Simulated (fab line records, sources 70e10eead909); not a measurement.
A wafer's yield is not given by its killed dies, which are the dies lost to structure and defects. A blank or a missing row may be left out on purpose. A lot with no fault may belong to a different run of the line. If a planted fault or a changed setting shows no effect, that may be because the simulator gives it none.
fab line records	flow nand_harc
record: lots: 6	wafers: 18	last_day: 33
route steps=1302 shown P_M1@315 P_M2@318 END@1302
lots that met no fault: taken from a fault-free run of the same line
start_h: hours from the record's opening day to when the first of the lot's shown wafers began	wait_h: hours since the lot's step before	" as in the row above	L1.1+2: one row covering several wafers at once	- either no value or no given start	* or withheld: withheld	< > ~ a bound
route shown NAME@n: a module of which the file shows steps, and the number in the route of the first	usual: the fault-free wafers' mean and standard deviation	same: alike in all rows	chamber/n: place in a boat	sites: each site's reading	_std_site: the values' standard deviation	_edge_site: outer sites' mean less inner sites'	radius_mm: for every site, how far away it sits from the centre of the wafer	mask NAME#n: copy n	behind: the last tool/chamber to shape the wafer	hold: why the lot went on hold/how many hours it stayed there/how the hold came to an end	device: which transistor (n, p or np) failed to switch	end of line: the route-end tests of the same wafers	step lacking rows: just its recipe	killed: the dies lost at the first sort to structure and to defects; this is not the yield of the wafer	map: the dies of a wafer, with x for killed, . for not killed, _ for no die there
set.NAME: the run value of the setting; set.NAME@STEP: its run value at that earlier step	model.NAME: the simulator's own value behind a step, which no gauge read
lots seen at some steps along the route; tables by step, rows by wafer
services: the hour from which a tool's chamber was out of use, counted from the record's first day as start_h (under 0 if before that day), plus the number of hours and why
== steps ==
step: NHARC_P_M1_INSPECT_27
usual: raw_defect_count: 337/140
lot.wafer	tool	chamber	start_h	wait_h	raw_defect_count
L575.1	defect_inspect-01	-	156.36	0.0	221
L575.3	"	-	"	"	352
L575.4	"	-	"	"	387
L576.1	defect_inspect-02	-	171.44	0.0	367
L576.4	"	-	"	"	430
L576.5	"	-	"	"	438
L587.1	defect_inspect-01	-	282.50	0.0	256
L587.2	"	-	"	"	301
L587.5	"	-	"	"	222
L588.1	defect_inspect-01	-	294.40	0.0	450
L588.3	"	-	"	"	392
L588.6	"	-	"	"	434
L592.4	defect_inspect-01	-	322.95	0.0	298
L592.5	"	-	"	"	216
L592.6	"	-	"	"	293
L595.1	defect_inspect-01	-	366.31	0.0	184
L595.4	"	-	"	"	207
L595.6	"	-	"	"	182
step: NHARC_P_M1_PRE_CLEAN_32
recipe: time_s: 12	temp_c: 370	rf_power_w: 300	gas: NH3
usual: heater_power_w: 616/75	rf_fwd_power_W: 292.6/0.91
lot.wafer	tool	chamber	start_h	wait_h	heater_power_w	rf_fwd_power_W
L575.3	pecvd-02	2	156.44	0.1	489	291.1
L575.1	"	0	"	"	673	293.6
L575.4	"	0	"	"	670	294.2
L576.1	pecvd-03	0	171.52	0.1	664	290.9
L576.4	"	0	"	"	668	293.0
L576.5	"	1	"	"	681	291.9
L587.2	pecvd-03	2	282.57	0.1	634	293.4
L587.1	"	0	"	"	637	291.7
L587.5	"	1	"	"	626	293.2
L588.3	pecvd-02	1	294.47	0.1	586	294.0
L588.1	"	0	"	"	706	290.8
L588.6	"	0	"	"	708	290.4
L592.5	pecvd-02	0	323.06	0.1	613	292.0
L592.6	"	1	"	"	565	292.6
L592.4	"	2	"	"	446	292.3
L595.1	pecvd-02	1	366.41	0.1	557	292.8
L595.4	"	2	"	"	521	292.3
L595.6	"	1	"	"	562	293.3
step: NHARC_P_M1_DEP_33
recipe: target_thk_a: 300	temp_c: 370	target_thk_nm: 30	pressure_torr: 3	flow_sccm: 200	rf_w: 450	material: SiCN
usual: heater_power_w: 562/76	rf_fwd_power_W: 448.8/1.4	showerhead_vpp_V: 1269/52
lot.wafer	tool	chamber	start_h	wait_h	heater_power_w	rf_fwd_power_W	showerhead_vpp_V
L575.3	pecvd-02	2	156.55	0.1	451	449.0	1192
L575.1	"	0	"	"	563	449.7	1306
L575.4	"	0	"	"	558	449.7	1302
L576.1	pecvd-03	0	171.63	0.1	602	449.4	1354
L576.4	"	0	"	"	603	450.7	1352
L576.5	"	1	"	"	528	449.4	1404
L587.2	pecvd-03	2	282.65	0.1	573	448.5	1262
L587.1	"	0	"	"	552	447.7	1367
L587.5	"	1	"	"	572	449.6	1364
L588.3	pecvd-02	1	294.55	0.1	474	450.2	1219
L588.1	"	0	"	"	657	448.8	1306
L588.6	"	0	"	"	650	448.8	1286
L592.5	pecvd-02	0	323.23	0.2	598	450.0	1344
L592.6	"	1	"	"	521	448.9	1212
L592.4	"	2	"	"	444	447.2	1195
L595.1	pecvd-02	1	366.55	0.1	538	450.5	1203
L595.4	"	2	"	"	427	449.5	1215
L595.6	"	1	"	"	550	448.6	1223
step: NHARC_P_M2_DEP_00
recipe: target_thk_a: 1825	target_thk_nm: 182.5	temp_c: withheld	pressure_torr: 5	flow_sccm: 200	rf_w: 600	material: SiOC
step: NHARC_P_M2_DEHYDRATE_01
recipe: temp_c: 150	time_s: 120
step: NHARC_P_M2_HMDS_02
recipe: time_s: 30
step: NHARC_P_M2_COAT_34
recipe: temp_c: 200	time_s: 65
step: NHARC_P_M2_COAT_03
recipe: spin_rpm: 1500	resist_thk_nm: 90
step: NHARC_P_M2_SOFTBAKE_04
recipe: temp_c: 105	time_s: 55
step: NHARC_P_M2_EBR_05
step: NHARC_P_M2_EXPOSE_06
recipe: na: 1.35	target_cd_nm: 170	dose_mj: 80.78	mask_id: P_M2
step: NHARC_P_M2_PEB_07
recipe: peb_temp_c: 100	peb_time_s: 65
usual: chill_plate_temp_C: 22.99/0.09	heater_power_total_W: 156.6/0.42
lot.wafer	tool	chamber	start_h	wait_h	chill_plate_temp_C	heater_power_total_W
L575.1	litho_track-06	0	157.55	0.1	22.96	156.6
L575.3	"	0	"	"	23.09	156.7
L575.4	"	0	"	"	23.06	157.1
L576.1	litho_track-04	0	172.76	0.1	23.16	156.5
L576.4	"	0	"	"	23.14	156.6
L576.5	"	0	"	"	23.04	157.1
L587.1	litho_track-06	0	283.81	0.1	22.97	164.5
L587.2	"	0	"	"	23.08	164.4
L587.5	"	0	"	"	23.00	164.6
L588.1	litho_track-06	0	295.59	0.1	23.07	164.3
L588.3	"	0	"	"	23.01	163.9
L588.6	"	0	"	"	23.01	164.9
L592.4	litho_track-04	0	324.26	0.0	22.80	157.1
L592.5	"	0	"	"	22.98	157.0
L592.6	"	0	"	"	23.10	156.7
L595.1	litho_track-06	0	367.61	0.1	22.90	155.9
L595.4	"	0	"	"	22.96	156.1
L595.6	"	0	"	"	23.07	156.9
step: NHARC_P_M2_DEVELOP_08
recipe: develop_time_s: 35	dev_temp_c: 23
step: NHARC_P_M2_CD_MEAS_09
recipe: target_cd_nm: 170	landing_energy_ev: 500
usual: cd_nm: 170.2/0.64
lot.wafer	tool	chamber	start_h	wait_h	hold	cd_nm
L575.1	cd_sem-01	0	157.63	-	-	170.5
L575.3	"	0	"	"	-	171.0
L575.4	"	0	"	"	-	171.1
L576.1	cd_sem-01	0	172.84	-	-	169.6
L576.4	"	0	"	"	-	170.3
L576.5	"	0	"	"	-	170.2
L587.1	cd_sem-03	0	283.89	-	await_dispo/0.2h/release	168.2
L587.2	"	0	"	"	await_dispo/0.2h/release	167.6
L587.5	"	0	"	"	await_dispo/0.2h/release	168.7
L587.1	cd_sem-03	0	-	-	-	167.6
L587.2	"	0	"	"	-	167.2
L587.5	"	0	"	"	-	168.6
L588.1	cd_sem-01	0	295.67	-	await_dispo/0.2h/release	167.3
L588.3	"	0	"	"	await_dispo/0.2h/release	167.9
L588.6	"	0	"	"	await_dispo/0.2h/release	167.6
L588.1	cd_sem-01	0	-	-	-	167.6
L588.3	"	0	"	"	-	167.8
L588.6	"	0	"	"	-	168.0
L592.4	cd_sem-02	0	324.35	-	-	170.3
L592.5	"	0	"	"	-	170.4
L592.6	"	0	"	"	-	169.9
L595.1	cd_sem-03	0	367.68	-	-	170.9
L595.4	"	0	"	"	-	170.3
L595.6	"	0	"	"	-	170.4
step: NHARC_P_M2_OVL_MEAS_10
recipe: pitch_nm: 340
usual: overlay_x_nm: -0.2/0.75	overlay_y_nm: 0.1/0.98
lot.wafer	tool	chamber	start_h	wait_h	hold	overlay_x_nm	overlay_y_nm
L575.1	overlay-01	-	157.72	-	-	-1.3	-1.2
L575.3	"	-	"	"	-	-0.7	-1.2
L575.4	"	-	"	"	-	-1.3	-1.5
L576.1	overlay-02	-	172.93	-	-	-0.3	0.7
L576.4	"	-	"	"	-	-0.5	0.4
L576.5	"	-	"	"	-	0.2	0.8
L587.1	overlay-01	-	288.54	-	await_dispo/4.3h/release	0.3	0.3
L587.2	"	-	"	"	await_dispo/4.3h/release	0.6	0.0
L587.5	"	-	"	"	await_dispo/4.3h/release	0.4	-0.1
L588.1	overlay-02	-	303.56	-	await_dispo/7.6h/release	-0.7	-0.7
L588.3	"	-	"	"	await_dispo/7.6h/release	-0.6	-0.8
L588.6	"	-	"	"	await_dispo/7.6h/release	-0.8	-0.6
L592.4	overlay-02	-	324.43	-	-	0.3	-1.3
L592.5	"	-	"	"	-	1.0	-1.3
L592.6	"	-	"	"	-	0.6	-1.6
L595.1	overlay-02	-	367.77	-	-	-0.8	1.3
L595.4	"	-	"	"	-	-0.7	2.5
L595.6	"	-	"	"	-	-0.8	2.6
step: NHARC_P_M2_INSPECT_11
usual: raw_defect_count: 4.1/2.6
lot.wafer	tool	chamber	start_h	wait_h	raw_defect_count
L575.1	defect_inspect-02	-	157.75	0.0	3
L575.3	"	-	"	"	5
L575.4	"	-	"	"	3
L576.1	defect_inspect-02	-	172.96	0.0	4
L576.4	"	-	"	"	5
L576.5	"	-	"	"	4
L587.1	defect_inspect-02	-	288.58	0.0	8
L587.2	"	-	"	"	8
L587.5	"	-	"	"	3
L588.1	defect_inspect-01	-	303.60	0.0	5
L588.3	"	-	"	"	9
L588.6	"	-	"	"	4
L592.4	defect_inspect-02	-	324.46	0.0	4
L592.5	"	-	"	"	0
L592.6	"	-	"	"	4
L595.1	defect_inspect-01	-	367.81	0.0	3
L595.4	"	-	"	"	7
L595.6	"	-	"	"	10
step: NHARC_P_M2_DESCUM_14
recipe: time_s: 3	o2_flow_sccm: 200	ar_flow_sccm: 0	bias_power_w: 0	chemistry: O2
usual: chamber_pressure_mTorr: 60.01/0.06	drypump_motor_current_A: 5.6/0.54	mfc_ar_sccm: 0.013/0.017	oes_product_au: 1.003/0.0096	rf_vpp_V: 57.9/0.96	showerhead_plenum_p_Torr: 1.94/0.073	throttle_valve_pct: 11.310/0.0084
lot.wafer	tool	chamber	start_h	wait_h	chamber_pressure_mTorr	drypump_motor_current_A	mfc_ar_sccm	oes_product_au	rf_hours_counter_h	rf_vpp_V	showerhead_plenum_p_Torr	throttle_valve_pct	model.P_M2.cd_nm
L575.1	rie_diel-08	0	157.82	0.1	59.90	6.3	0	1.013	6.2	56.7	1.91	11.309	170.5
L575.4	"	2	"	"	60.02	4.9	0	1.009	6.2	58.3	1.84	11.305	171.1
L575.3	"	3	"	"	59.98	5.9	0.010	0.993	6.2	59.5	2.04	11.334	171
L576.1	rie_diel-03	0	173.03	0.1	60.02	5.9	0.015	1.009	4.6	56.6	2.00	11.317	169.3
L576.4	"	1	"	"	59.96	5.7	0.007	1.010	4.3	58.6	2.04	11.302	170.1
L576.5	"	3	"	"	60.05	5.7	0.042	1.005	-	56.3	1.90	11.323	170.1
L587.2	rie_diel-08	2	288.64	0.1	59.97	4.9	0	1.010	2.2	56.9	1.84	11.311	166.7
L587.1	"	3	"	"	60.01	5.9	0.010	1.003	3.2	57.3	2.04	11.320	168.7
L587.5	"	3	"	"	59.96	6.0	0.010	0.994	-	59.0	2.04	11.313	169.3
L588.3	rie_diel-08	1	303.67	0.1	59.98	5.0	0.044	1.008	2.4	57.8	1.89	11.309	167.4
L588.1	"	2	"	"	59.98	4.9	0	0.997	2.7	57.4	1.84	11.303	166.7
L588.6	"	1	"	"	60.07	5.0	0.044	1.007	-	55.4	1.89	11.309	167.4
L592.4	rie_diel-03	3	324.55	0.1	60.08	5.7	0.042	1.014	1.4	57.4	1.90	11.318	170.4
L592.6	"	0	"	"	59.97	5.9	0.015	1.010	-	58.7	2.00	11.317	170
L592.5	"	1	"	"	60.02	5.7	0.007	1.000	-	57.6	2.04	11.304	170.3
L595.4	rie_diel-03	2	367.88	0.1	60.09	4.9	0	0.996	3.7	59.2	1.95	11.314	170
L595.1	"	3	"	"	59.90	5.7	0.042	1.013	3.5	56.5	1.90	11.319	170.9
L595.6	"	2	"	"	59.92	4.9	0	0.997	-	58.6	1.95	11.315	170.2
step: NHARC_P_M2_ETCH_35
recipe: target_depth_a: 400	overetch_a: 120	time_s: 43.94	ion_energy_ev: 200	n2_flow_sccm: 150	h2_flow_sccm: 150	ar_flow_sccm: 0	rf_w: 400	bias_w: 150	chemistry: N2/H2
usual: chamber_pressure_mTorr: 30.000/0.028	drypump_motor_current_A: 5.6/0.54	mfc_ar_sccm: 0.012/0.016	oes_product_au: 1.004/0.0092	rf_fwd_power_W: 394.3/2.1	rf_vpp_V: 431.4/2.3	showerhead_plenum_p_Torr: 2.07/0.079	throttle_valve_pct: 14.172/0.0076
lot.wafer	tool	chamber	start_h	wait_h	chamber_pressure_mTorr	drypump_motor_current_A	mfc_ar_sccm	oes_product_au	rf_fwd_power_W	rf_hours_counter_h	rf_vpp_V	showerhead_plenum_p_Torr	throttle_valve_pct
L575.1	rie_diel-08	1	157.91	0.1	29.943	5.0	0.044	1.023	397.3	6.4	431.3	2.01	14.169
L575.4	"	2	"	"	30.012	4.9	0	0.997	394.3	6.2	428.6	1.96	14.173
L575.3	"	3	"	"	30.012	5.9	0.010	0.995	393.1	6.3	435.5	2.18	14.168
L576.1	rie_diel-03	1	173.12	0.1	29.997	5.7	0.007	1.017	395.1	4.3	433.5	2.18	14.167
L576.4	"	2	"	"	29.947	5.0	0	1.006	394.4	3.0	430.9	2.08	14.177
L576.5	"	0	"	"	29.969	5.9	0.015	1.010	393.8	-	434.0	2.13	14.178
L587.2	rie_diel-08	2	288.73	0.1	29.981	4.9	0	0.996	394.4	2.2	427.9	1.96	14.174
L587.1	"	3	"	"	30.001	5.9	0.010	0.994	394.6	3.2	434.0	2.18	14.165
L587.5	"	1	"	"	30.042	4.9	0.044	1.012	396.5	-	429.9	2.01	14.176
L588.1	rie_diel-08	1	303.74	0.1	30.023	4.9	0.044	1.015	397.3	2.5	429.8	2.01	14.182
L588.3	"	0	"	"	30.048	6.3	0	1.007	390.6	4.8	430.4	2.03	14.159
L588.6	"	1	"	"	30.011	4.9	0.044	1.007	397.5	-	430.6	2.01	14.167
L592.4	rie_diel-03	3	324.61	0.1	29.997	5.7	0.042	1.014	396.5	1.4	429.7	2.02	14.173
L592.5	"	2	"	"	29.974	4.9	0	0.990	392.5	-	432.1	2.08	14.186
L592.6	"	3	"	"	29.999	5.7	0.042	1.012	397.0	-	430.6	2.02	14.172
L595.4	rie_diel-03	0	367.96	0.1	30.027	5.9	0.015	1.008	394.2	3.8	433.2	2.13	14.178
L595.1	"	3	"	"	29.966	5.7	0.042	1.001	394.4	3.5	430.7	2.02	14.170
L595.6	"	0	"	"	30.010	6.0	0.015	1.012	394.2	-	431.9	2.13	14.160
step: NHARC_P_M2_ETCH_15
recipe: target_depth_a: 1825	time_s: 91.2	c4f8_flow_sccm: withheld	ar_flow_sccm: 400	rf_w: 600	bias_w: 300	chemistry: C4F8/Ar
usual: chamber_pressure_mTorr: 24.999/0.027	oes_product_au: 0.950/0.022	rf_fwd_power_W: 595.3/2.3	rf_vpp_V: 441.4/2.5
lot.wafer	tool	chamber	start_h	wait_h	chamber_pressure_mTorr	oes_product_au	rf_fwd_power_W	rf_hours_counter_h	rf_vpp_V
L575.3	rie_diel-08	1	-	-	24.997	0.971	599.0	6.4	439.0
L575.1	"	2	"	"	24.989	0.966	597.3	6.2	439.8
L575.4	"	3	"	"	25.033	0.953	592.9	6.3	444.8
L576.4	rie_diel-03	3	-	-	25.001	0.939	595.1	3.4	440.1
L576.1	"	1	"	"	25.012	0.927	595.8	4.3	445.0
L576.5	"	3	"	"	25.001	0.933	595.9	-	441.3
L587.2	rie_diel-08	2	-	-	24.991	0.964	593.9	2.2	437.6
L587.1	"	0	"	"	24.987	0.973	592.2	3.9	440.7
L587.5	"	2	"	"	25.005	0.963	595.9	-	439.8
L588.3	rie_diel-08	2	-	-	25.006	0.976	594.9	2.8	438.2
L588.1	"	0	"	"	24.999	0.958	593.3	4.8	440.1
L588.6	"	3	"	"	24.973	0.972	596.8	-	445.9
L592.4	rie_diel-03	2	-	-	25.010	0.928	595.4	-	442.1
L592.6	"	3	"	"	24.993	0.946	600.2	-	441.1
L592.5	"	0	"	"	25.016	0.935	594.3	-	442.4
L595.4	rie_diel-03	3	-	-	25.025	0.922	594.5	3.6	440.5
L595.1	"	0	"	"	25.011	0.939	593.0	3.8	444.4
L595.6	"	2	"	"	24.967	0.920	597.6	-	441.5
step: NHARC_P_M2_CD_MEAS_16
usual: cd_nm: 170.0/0.77
lot.wafer	tool	chamber	start_h	wait_h	hold	cd_nm
L575.1	cd_sem-01	-	158.12	-	-	170.3
L575.3	"	-	"	"	-	170.6
L575.4	"	-	"	"	-	170.8
L576.1	cd_sem-01	-	173.33	-	-	169.2
L576.4	"	-	"	"	-	170.2
L576.5	"	-	"	"	-	170.4
L587.1	cd_sem-01	-	288.94	-	await_dispo/0.2h/release	168.2
L587.2	"	-	"	"	await_dispo/0.2h/release	166.5
L587.5	"	-	"	"	await_dispo/0.2h/release	169.2
L587.1	cd_sem-01	-	289.13	0.2	-	167.9
L587.2	"	-	"	"	-	166.7
L587.5	"	-	"	"	-	169.5
L588.1	cd_sem-02	-	303.96	-	await_dispo/0.2h/release	166.8
L588.3	"	-	"	"	await_dispo/0.2h/release	167.4
L588.6	"	-	"	"	await_dispo/0.2h/release	167.5
L588.1	cd_sem-02	-	304.15	0.2	-	166.9
L588.3	"	-	"	"	-	167.6
L588.6	"	-	"	"	-	167.3
L592.4	cd_sem-02	-	324.85	-	-	170.6
L592.5	"	-	"	"	-	169.6
L592.6	"	-	"	"	-	169.8
L595.1	cd_sem-03	-	368.18	-	-	170.2
L595.4	"	-	"	"	-	169.3
L595.6	"	-	"	"	-	169.9
step: NHARC_P_M2_STRIP_18
recipe: power_w: 1000	n2_flow_sccm: 150	h2_flow_sccm: 150	ar_flow_sccm: 0	bias_w: 0	chemistry: N2/H2
usual: chamber_pressure_mTorr: 29.998/0.026	drypump_motor_current_A: 5.6/0.53	mfc_ar_sccm: 0.009/0.015	oes_product_au: 1.001/0.0086	rf_fwd_power_W: 996/3.1	rf_vpp_V: 90.8/1.1	showerhead_plenum_p_Torr: 2.06/0.087	throttle_valve_pct: 14.172/0.0087
lot.wafer	tool	chamber	start_h	wait_h	hold	chamber_pressure_mTorr	drypump_motor_current_A	mfc_ar_sccm	oes_product_au	rf_fwd_power_W	rf_hours_counter_h	rf_vpp_V	showerhead_plenum_p_Torr	throttle_valve_pct
L575.4	rie_diel-03	2	158.19	0.1	-	30.004	4.9	0	1.001	992	2	90.2	2.08	14.164
L575.3	"	3	"	"	-	29.994	5.7	0.042	1.009	998	3	90.9	2.03	14.164
L575.1	"	0	"	"	-	29.970	5.9	0.015	1.025	994	4	90.9	2.13	14.179
L576.1	rie_diel-01	3	173.45	0.1	-	29.964	4.8	0	0.999	995	10	92.1	2.15	14.183
L576.4	"	0	"	"	-	29.995	6.1	0.003	0.992	998	9	89.6	2.09	14.176
L576.5	"	2	"	"	-	30.000	6.2	0	1.002	1000	-	91.2	1.93	14.180
L587.1	rie_diel-08	0	297.80	8.7	await_dispo/8.2h/release	30.066	6.3	0	1.005	994	4	92.0	2.03	14.181
L587.2	"	3	"	"	await_dispo/8.2h/release	29.964	5.9	0.010	0.998	1000	3	90.4	2.18	14.151
L587.5	"	1	"	"	await_dispo/8.2h/release	29.998	5.0	0.044	1.007	997	-	89.2	2.01	14.172
L588.1	rie_diel-01	2	308.98	4.8	await_dispo/4.8h/release	30.048	6.1	0	0.988	997	5	89.4	1.93	14.179
L588.3	"	0	"	"	await_dispo/4.8h/release	29.948	6.1	0.003	0.995	995	6	90.9	2.09	14.176
L588.6	"	2	"	"	await_dispo/4.8h/release	30.023	6.1	0	0.999	996	-	89.9	1.93	14.174
L592.5	rie_diel-03	3	325.02	0.2	-	29.969	5.7	0.042	1.012	993	-	90.1	2.02	14.162
L592.4	"	0	"	"	-	29.987	5.9	0.015	1.003	996	-	91.5	2.13	14.167
L592.6	"	2	"	"	-	29.958	4.9	0	1.000	1000	-	91.4	2.08	14.157
L595.4	rie_diel-03	2	368.28	0.1	-	30.008	4.9	0	0.988	991	4	90.3	2.08	14.166
L595.1	"	0	"	"	-	29.946	5.9	0.015	1.013	999	4	92.0	2.13	14.177
L595.6	"	1	"	"	-	30.018	5.7	0.007	1.004	994	-	90.7	2.17	14.178
step: NHARC_P_M2_ETCH_28
recipe: target_depth_a: 300	over_etch_frac: 0.3	time_s: 72.99	ion_energy_ev: 150	cf4_flow_sccm: 50	n2_flow_sccm: 100	ar_flow_sccm: 150	rf_w: 300	bias_w: 100	chemistry: CF4/N2
usual: chamber_pressure_mTorr: 30.001/0.028	drypump_motor_current_A: 5.6/0.53	mfc_ar_sccm: 150.0/0.45	oes_product_au: 1.002/0.01	rf_fwd_power_W: 296.9/1.3	rf_vpp_V: 314.5/1.9	showerhead_plenum_p_Torr: 2.65/0.1	throttle_valve_pct: 19.793/0.008
lot.wafer	tool	chamber	start_h	wait_h	chamber_pressure_mTorr	drypump_motor_current_A	mfc_ar_sccm	oes_product_au	rf_fwd_power_W	rf_hours_counter_h	rf_vpp_V	showerhead_plenum_p_Torr	throttle_valve_pct	model.P_M2.cd_nm
L575.1	rie_diel-03	1	-	-	29.995	5.7	151.0	1.006	297.8	3	317.3	2.79	19.796	170.5
L575.3	"	2	"	"	30.026	4.9	149.7	0.996	295.0	2	314.2	2.68	19.798	171.6
L575.4	"	3	"	"	29.935	5.7	150.1	1.020	297.8	3	314.3	2.61	19.811	171.1
L576.4	rie_diel-01	3	-	-	30.042	4.8	150.1	0.998	294.2	10	317.3	2.75	19.789	169.3
L576.1	"	0	"	"	30.013	6.1	149.8	0.983	297.4	9	315.1	2.68	19.785	168.9
L576.5	"	0	"	"	30.043	6.1	150.2	0.983	296.9	-	314.9	2.68	19.788	170.1
L587.1	rie_diel-08	1	-	-	29.999	4.9	150.7	1.020	297.8	2	312.9	2.59	19.790	167.5
L587.2	"	2	"	"	30.005	4.9	149.5	1.008	298.0	2	312.9	2.53	19.796	165.6
L587.5	"	1	"	"	30.003	5.0	150.5	1.009	298.5	-	314.3	2.59	19.801	168.5
L588.3	rie_diel-01	0	-	-	29.977	6.1	150.0	0.993	298.4	6	314.6	2.68	19.797	168.3
L588.1	"	2	"	"	29.981	6.1	150.8	0.992	295.7	6	311.9	2.50	19.792	166.3
L588.6	"	3	"	"	29.993	4.8	150.3	1.007	297.3	-	316.7	2.75	19.794	166.9
L592.4	rie_diel-03	2	-	-	29.988	5.0	149.7	0.991	296.3	-	314.3	2.67	19.798	170.1
L592.6	"	3	"	"	30.041	5.7	150.1	1.022	298.4	-	314.2	2.60	19.790	169.5
L592.5	"	0	"	"	29.976	5.9	151.1	1.005	297.4	-	315.3	2.73	19.800	170.1
L595.1	rie_diel-03	1	-	-	29.988	5.7	149.9	1.003	297.7	3	318.1	2.78	19.806	170.6
L595.4	"	3	"	"	29.999	5.7	150.2	1.012	297.9	4	313.4	2.60	19.805	170
L595.6	"	1	"	"	30.009	5.7	150.8	1.002	296.6	-	317.4	2.78	19.772	170.2
step: NHARC_P_M2_STRIP_19
recipe: time_s: 600	temp_c: 30	chemistry: post_etch_residue_remover
step: NHARC_END_SORT_01
recipe: temp_c: 25
usual: defect_limited_yield: 89.8/2.4	killed_at_array: 64/16	killed_at_other: 1.0/1.1	killed_at_periphery: 3.5/2.3	killed_dies: 69/17	killed_open: 3.2/1.6	killed_short: 2.4/1.6
same: gross_dies: 677
lot.wafer	tool	chamber	start_h	wait_h	defect_limited_yield[%]	killed_at_array	killed_at_other	killed_at_periphery	killed_dies	killed_open	killed_short
L576.1	prober-01	0	590.69	2.5	87.9	78	2	2	82	2	0
L576.4	prober-01	0	593.11	3.4	90.4	58	1	6	65	4	0
L576.5	prober-01	0	593.91	3.7	87.6	80	1	3	84	2	5
L587.1	prober-01	0	724.33	2.5	91.1	55	1	4	60	4	5
L588.1	prober-02	0	724.38	2.5	88.8	70	0	6	76	4	5
L588.3	prober-02	0	726.00	3.1	87.4	78	0	7	85	4	3
L588.6	prober-02	0	728.43	4.1	91.6	55	0	2	57	1	1
killed by level:class
L576.1 A_CHANNEL_HOLE_D2:chamber_film_flake=38 A_CHANNEL_HOLE_D1:chamber_film_flake=37 THIN_TSV:chamber_film_flake=2 P_CONTACT:geometric_particle:open=1 A_ONON_D1:geometric_particle:open=1 P_BONDPAD:chamber_film_flake=1 A_ZERO_WELL:chamber_film_flake=1 A_STAIRCASE:chamber_film_flake=1
L576.4 A_CHANNEL_HOLE_D1:chamber_film_flake=31 A_CHANNEL_HOLE_D2:chamber_film_flake=16 A_CONTACT:chamber_film_flake=6 P_M1:geometric_particle:open=2 A_STAIRCASE:chamber_film_flake=2 A_ONON_D1:geometric_particle:open=1 A_ONON_D2:geometric_particle:open=1 P_ZERO_WELL:chamber_film_flake=1
L576.5 A_CHANNEL_HOLE_D2:chamber_film_flake=33 A_CHANNEL_HOLE_D1:chamber_film_flake=32 A_CONTACT:chamber_film_flake=5 A_STAIRCASE:chamber_film_flake=3 A_ONON_D1:geometric_particle:short=2 P_GATE:chamber_film_flake=2 P_M0:geometric_particle:open=1 A_CHANNEL_HOLE_D1:geometric_particle:short=1
L587.1 A_CHANNEL_HOLE_D2:chamber_film_flake=23 A_CHANNEL_HOLE_D1:chamber_film_flake=12 A_CONTACT:chamber_film_flake=4 A_CHANNEL_HOLE_D2:geometric_particle:open=2 P_GATE:chamber_film_flake=2 A_STAIRCASE:chamber_film_flake=2 A_SLIT:chamber_film_flake=2 A_BONDPAD:chamber_film_flake=2
L588.1 A_SLIT:chamber_film_flake=23 A_CHANNEL_HOLE_D2:chamber_film_flake=18 A_CHANNEL_HOLE_D1:chamber_film_flake=9 P_CONTACT:chamber_film_flake=4 A_DECK1_JOINT:chamber_film_flake=4 A_STAIRCASE:chamber_film_flake=3 A_ONON_D1:geometric_particle:open=2 A_BONDPAD:chamber_film_flake=2
L588.3 A_CHANNEL_HOLE_D2:chamber_film_flake=31 A_SLIT:chamber_film_flake=29 A_CHANNEL_HOLE_D1:chamber_film_flake=6 A_STAIRCASE:chamber_film_flake=3 A_BONDPAD:chamber_film_flake=3 P_STI:chamber_film_flake=2 P_CONTACT:chamber_film_flake=2 A_CONTACT:chamber_film_flake=2
L588.6 A_SLIT:chamber_film_flake=22 A_CHANNEL_HOLE_D2:chamber_film_flake=15 A_CHANNEL_HOLE_D1:chamber_film_flake=5 A_CONTACT:chamber_film_flake=5 A_ZERO_WELL:chamber_film_flake=3 A_STAIRCASE:chamber_film_flake=2 A_ONON_D1:geometric_particle:short=1 A_SGD_CUT:geometric_particle:open=1
== services ==
tool	chamber	start_h	hours	kind
pecvd-02	-	135.45	1.2	repair
litho_track-06	-	179.00	7.0	pm
pecvd-03	-	185.22	13.0	pm
rie_diel-08	0	187.36	3.4	repair
rie_diel-08	-	190.80	9.0	pm
rie_diel-01	2	192.03	7.2	repair
rie_diel-01	-	203.80	9.0	pm
rie_diel-08	3	208.10	12.4	repair
rie_diel-03	-	217.78	1.6	repair
rie_diel-01	0	220.17	5.0	repair
rie_diel-08	1	221.72	33.3	repair
pecvd-02	-	227.11	13.0	pm
pecvd-03	-	228.96	1.7	repair
rie_diel-08	2	230.55	5.3	repair
rie_diel-01	0	231.12	6.9	repair
pecvd-03	1	244.52	10.2	repair
pecvd-03	-	273.25	2.5	repair
rie_diel-03	-	281.45	9.0	pm
rie_diel-03	1	316.79	4.0	repair
rie_diel-03	1	324.65	12.1	repair
rie_diel-03	-	349.09	1.2	repair
rie_diel-08	1	355.00	11.2	repair
rie_diel-08	-	362.72	2.1	repair
rie_diel-08	-	367.80	9.0	pm
== key ==
first_sign: step: NHARC_P_M2_PEB_07	reading: heater_power_total_W	direction: up	sigmas: 18	usual: *	struck: *
effect: step: NHARC_P_M2_CD_MEAS_09	reading: visit	direction: added	through: control_loop
effect: step: NHARC_P_M2_CD_MEAS_16	reading: visit	direction: added	through: control_loop
model_effect: step: NHARC_P_M2_DESCUM_14	value: P_M2.cd_nm	without: 170.5	struck: 167.7
model_effect: step: NHARC_P_M2_ETCH_28	value: P_M2.cd_nm	without: 169.9	struck: 167.2
met_at NHARC_P_M2_PEB_07
struck_wafers L587.1,L587.2,L587.5,L588.1,L588.3,L588.6
loop_trim: step: NHARC_P_M2_EXPOSE_06	setting: dose	lots: L588
onset_between 157.55 283.81
fault: kind: process_parameter_drift	tool: litho_track-06	chamber: -	onset_h: 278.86	steps: NHARC_P_M2_PEB_07	channel: peb_time_s	offset: *	shape: step	end_h: 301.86	acts_in: *	stated: *
loop_trim: a control loop set the setting to another value than it would have without faults
